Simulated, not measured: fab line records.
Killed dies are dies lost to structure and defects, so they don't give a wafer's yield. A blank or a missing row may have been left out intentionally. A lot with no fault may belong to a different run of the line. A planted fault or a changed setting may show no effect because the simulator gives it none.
The tool behind it: which one? | flow n5_finfet | 30 wafers from 10 lots sampled at 5 of the route's 1938 steps

## WHAT THE GAUGES READ, wafer by wafer
N5_BEOL_M1_CD_MEAS_28: target cd y 23.3 nm.
lot  | measured     | on        | cd_nm (nm)
L466 | day 6 07:21  | cd_sem-02 | 23.91 24.27 24.26
L467 | day 6 12:28  | cd_sem-03 | 23.89 23.90 23.78
L470 | day 7 05:22  | cd_sem-02 | 24.44 24.20 23.90
L472 | day 7 15:17  | cd_sem-02 | 23.70 23.99 24.41
L471 | day 7 15:32  | cd_sem-01 | 24.21 24.18 23.68
L479 | day 9 09:06  | cd_sem-02 | 24.22 23.91 23.89
L485 | day 10 20:33 | cd_sem-03 | 24.18 23.94 23.89
L486 | day 11 04:39 | cd_sem-02 | 24.30 23.79 24.39
L488 | day 11 14:03 | cd_sem-02 | 23.77 24.24 24.08
L489 | day 11 21:24 | cd_sem-01 | 24.50 24.20 24.19

N5_BEOL_M1_OCD_MEAS_38.
lot  | measured     | on     | trench_depth_nm (nm)
L466 | day 6 10:40  | ocd-01 | 54.3 53.7 54.3
L467 | day 6 14:25  | ocd-01 | 54.7 56.3 57.2
L470 | day 7 09:31  | ocd-01 | 55.0 55.0 55.6
L472 | day 7 17:43  | ocd-01 | 53.7 55.7 55.6
L471 | day 7 22:29  | ocd-02 | 55.3 55.9 54.1
L479 | day 10 07:23 | ocd-01 | 56.6 54.9 55.4
L485 | day 10 23:04 | ocd-02 | 56.1 53.9 54.8
L486 | day 11 14:53 | ocd-01 | 57.2 55.3 55.1
L488 | day 11 19:55 | ocd-01 | 55.6 54.5 54.0
L489 | day 11 23:31 | ocd-02 | 56.0 53.8 54.7

N5_BEOL_M4_RC_MEAS_101.
lot  | measured     | on        | DIBL_N (mV/V)  | DIBL_P (mV/V)  | IOFF_N (nA/um) | IOFF_P (nA/um) | ION_N (uA/um) | ION_P (uA/um) | SS_N (mV/dec)  | SS_P (mV/dec)  | VT_N (mV)   | VT_P (mV)
L466 | day 9 13:01  | prober-01 | 33.9 35.4 35.7 | 34.2 35.7 36.5 | 0.12 0.16 0.17 | 0.17 0.19 0.21 | 659 677 694   | 451 457 467   | 71.3 71.1 70.8 | 73.7 73.4 73.6 | 252 250 246 | -257 -253 -252
L467 | day 9 15:42  | prober-02 | 33.4 30.8 33.7 | 33.8 32.2 34.7 | 0.13 0.10 0.14 | 0.17 0.16 0.19 | 678 659 679   | 460 462 465   | 70.8 70.2 70.8 | 72.1 72.1 72.4 | 252 257 249 | -251 -254 -253
L470 | day 10 16:19 | prober-02 | 34.8 34.9 33.5 | 35.5 35.1 34.3 | 0.14 0.14 0.12 | 0.20 0.20 0.18 | 672 666 661   | 463 462 457   | 70.9 70.7 70.3 | 73.6 72.9 72.7 | 252 251 254 | -252 -248 -251
L472 | day 10 19:05 | prober-01 | 35.2 32.3 35.6 | 34.8 32.9 36.0 | 0.14 0.11 0.14 | 0.18 0.16 0.19 | 665 655 667   | 455 454 461   | 71.1 70.3 71.0 | 72.2 71.8 72.8 | 253 254 251 | -255 -252 -254
L471 | day 10 20:53 | prober-02 | 37.0 36.6 34.1 | 39.5 38.0 35.2 | 0.18 0.17 0.13 | 0.26 0.23 0.19 | 667 674 660   | 465 460 463   | 72.0 71.6 71.6 | 74.1 74.1 72.9 | 252 248 254 | -250 -251 -254
L479 | day 12 06:52 | prober-01 | 37.0 35.4 37.6 | 37.3 34.3 37.9 | 0.17 0.15 0.19 | 0.23 0.19 0.25 | 671 675 684   | 464 463 467   | 72.0 71.1 72.0 | 73.7 72.8 73.7 | 249 248 248 | -248 -253 -249
L485 | day 14 10:02 | prober-02 | 35.0 33.6 33.6 | 35.2 33.7 34.3 | 0.14 0.11 0.12 | 0.18 0.16 0.16 | 658 645 649   | 455 447 451   | 70.9 70.1 70.0 | 72.9 71.8 71.6 | 252 254 255 | -250 -254 -253
L486 | day 14 04:13 | prober-01 | 36.3 36.5 39.1 | 35.8 36.5 39.1 | 0.16 0.16 0.21 | 0.18 0.19 0.23 | 681 684 696   | 460 460 462   | 71.5 71.9 71.9 | 72.7 73.1 73.3 | 248 253 245 | -254 -252 -251
L488 | day 15 02:20 | prober-02 | 37.0 37.4 35.2 | 38.6 39.4 37.4 | 0.19 0.20 0.17 | 0.23 0.23 0.21 | 689 696 681   | 460 470 468   | 71.7 72.3 71.6 | 74.1 73.4 73.8 | 247 247 250 | -250 -251 -251
L489 | day 15 05:06 | prober-01 | 36.0 37.5 36.2 | 35.5 37.4 36.2 | 0.14 0.18 0.16 | 0.20 0.24 0.21 | 676 682 678   | 466 473 466   | 70.8 71.7 71.3 | 73.0 73.2 73.0 | 251 249 250 | -249 -247 -248

## WHICH TOOL RAN EACH LOT (tool, then ch and the chambers of the sampled wafers, then the start)
lot  | N5_BEOL_M1_ETCH_77                 | N5_BEOL_M1_VIA_ETCH_34
L466 | rie_diel-01 ch 1,2,3, day 6 07:32  | rie_diel-02 ch 0,2, day 6 10:24
L467 | rie_diel-02 ch 1,2,3, day 6 12:37  | rie_diel-02 ch 2,3, day 6 14:09
L470 | rie_diel-05 ch 0,2,3, day 7 05:31  | rie_diel-01 ch 0,2,3, day 7 09:16
L472 | rie_diel-02 ch 1,2,3, day 7 15:26  | rie_diel-02 ch 0,1,3, day 7 17:28
L471 | rie_diel-01 ch 0,2,3, day 7 15:41  | rie_diel-02 ch 0,1,3, day 7 22:14
L479 | rie_diel-05 ch 1,2, day 9 09:16    | rie_diel-01 ch 2,3, day 10 07:08
L485 | rie_diel-02 ch 0,1,2, day 10 20:43 | rie_diel-02 ch 2,3, day 10 22:48
L486 | rie_diel-05 ch 0,2, day 11 04:48   | rie_diel-01 ch 0,1,2, day 11 14:38
L488 | rie_diel-05 ch 0,2, day 11 14:13   | rie_diel-01 ch 0,3, day 11 19:39
L489 | rie_diel-05 ch 0,1,2, day 11 21:34 | rie_diel-01 ch 1,2,3, day 11 23:15
- N5_BEOL_M1_ETCH_77: etches underlayer in N2/H2, target depth 6.5 nm, time 5.2 s.
- N5_BEOL_M1_VIA_ETCH_34: etches the open film in C4F6/O2, target depth 67.8 nm, time 64.4 s.

## WHAT THE TOOLS THEMSELVES READ (means of the sampled wafers that have a number; where no wafer has one, the mark that the record gives instead)
N5_BEOL_M1_ETCH_77.
lot  | tool        | chamber_pressure_mTorr (mTorr) | drypump_motor_current_A (A) | etch_rf_on_time_s (s) | oes_product_au (a.u.) | rf_vpp_V (V) | showerhead_plenum_p_Torr (Torr) | throttle_valve_pct (%)
L466 | rie_diel-01 | 30.03                          | 5.8                         | 5.21                  | 0.65                  | 523.9        | 2.53                            | 17.99
L467 | rie_diel-02 | 30.01                          | 6.1                         | 5.25                  | 0.65                  | 526.0        | 2.61                            | 17.85
L470 | rie_diel-05 | 29.99                          | 5.6                         | 5.22                  | 0.61                  | 523.0        | 2.55                            | 17.89
L472 | rie_diel-02 | 29.98                          | 6.1                         | 5.18                  | 0.73                  | 525.1        | 2.61                            | 17.71
L471 | rie_diel-01 | 29.98                          | 6.0                         | 5.21                  | 0.69                  | 524.3        | 2.52                            | 17.92
L479 | rie_diel-05 | 29.99                          | 5.7                         | 5.15                  | 0.64                  | 522.9        | 2.49                            | 17.73
L485 | rie_diel-02 | 29.97                          | 5.8                         | 5.31                  | 0.65                  | 525.5        | 2.58                            | 17.91
L486 | rie_diel-05 | 29.99                          | 5.7                         | 5.30                  | 0.59                  | 524.2        | 2.54                            | 17.96
L488 | rie_diel-05 | 30.02                          | 5.8                         | 5.25                  | 0.59                  | 525.3        | 2.54                            | 17.96
L489 | rie_diel-05 | 30.02                          | 5.7                         | 5.20                  | 0.62                  | 522.3        | 2.51                            | 17.87

N5_BEOL_M1_VIA_ETCH_34.
lot  | tool        | chamber_pressure_mTorr (mTorr) | drypump_motor_current_A (A) | oes_product_au (a.u.) | rf_vpp_V (V) | run_length_s (s) | showerhead_plenum_p_Torr (Torr) | throttle_valve_pct (%)
L466 | rie_diel-02 | 15.002                         | 5.69                        | 0.74                  | 671          | 87.9             | 2.90                            | 30.91
L467 | rie_diel-02 | 14.980                         | 6.24                        | 0.86                  | 659          | 87.7             | 2.94                            | 30.58
L470 | rie_diel-01 | 15.003                         | 6.00                        | 0.82                  | 673          | 87.5             | 2.82                            | 30.84
L472 | rie_diel-02 | 14.996                         | 5.83                        | 0.88                  | 666          | 89.0             | 2.95                            | 30.90
L471 | rie_diel-02 | 15.006                         | 5.81                        | 0.88                  | 667          | 88.8             | 2.95                            | 30.90
L479 | rie_diel-01 | 14.998                         | 5.84                        | 0.89                  | 672          | 87.6             | 2.92                            | 30.67
L485 | rie_diel-02 | 14.989                         | 6.22                        | 0.74                  | 663          | 87.6             | 2.86                            | 30.57
L486 | rie_diel-01 | 14.998                         | 5.99                        | 0.90                  | 664          | 87.2             | 2.93                            | 30.81
L488 | rie_diel-01 | 15.004                         | 6.00                        | 0.84                  | 677          | 87.7             | 2.88                            | 30.89
L489 | rie_diel-01 | 15.013                         | 5.83                        | 0.89                  | 660          | 87.5             | 2.93                            | 30.73

## THE ANSWER, worked out from the rows above alone
Rule: what is usual is taken from the lots themselves. The widest of any qualifying gaps counts: lots, ordered by their means at a reading, are off when they make up no more than a third of the lots, leave a main group of 4 or more, and stand apart from it by 3 or more times the standard deviation of that group's means. Not used: any main group whose means are identical at the precision the tables above print for the reading. A lot without any number at a reading at which 4 lots or more have one is off too. All remaining lots with rows at the step are treated as sound. Order of review: gauges by route order, followed by the tools' own readings, for which a lot's mean as printed above is used. At the first step where some lot is off, the reading lying furthest off is the one used; lots without a number count as furthest.
Off, at N5_BEOL_M1_VIA_ETCH_34 on run_length_s: L472, L471. For the main group the mean is 87.6 s and the standard deviation 0.19.
A tool fits if, at that step or a process step before it, it ran every lot that is off, and no sound lot after the first of them. None of those tried fits.

## WHAT THE SIMULATOR HAD PUT IN
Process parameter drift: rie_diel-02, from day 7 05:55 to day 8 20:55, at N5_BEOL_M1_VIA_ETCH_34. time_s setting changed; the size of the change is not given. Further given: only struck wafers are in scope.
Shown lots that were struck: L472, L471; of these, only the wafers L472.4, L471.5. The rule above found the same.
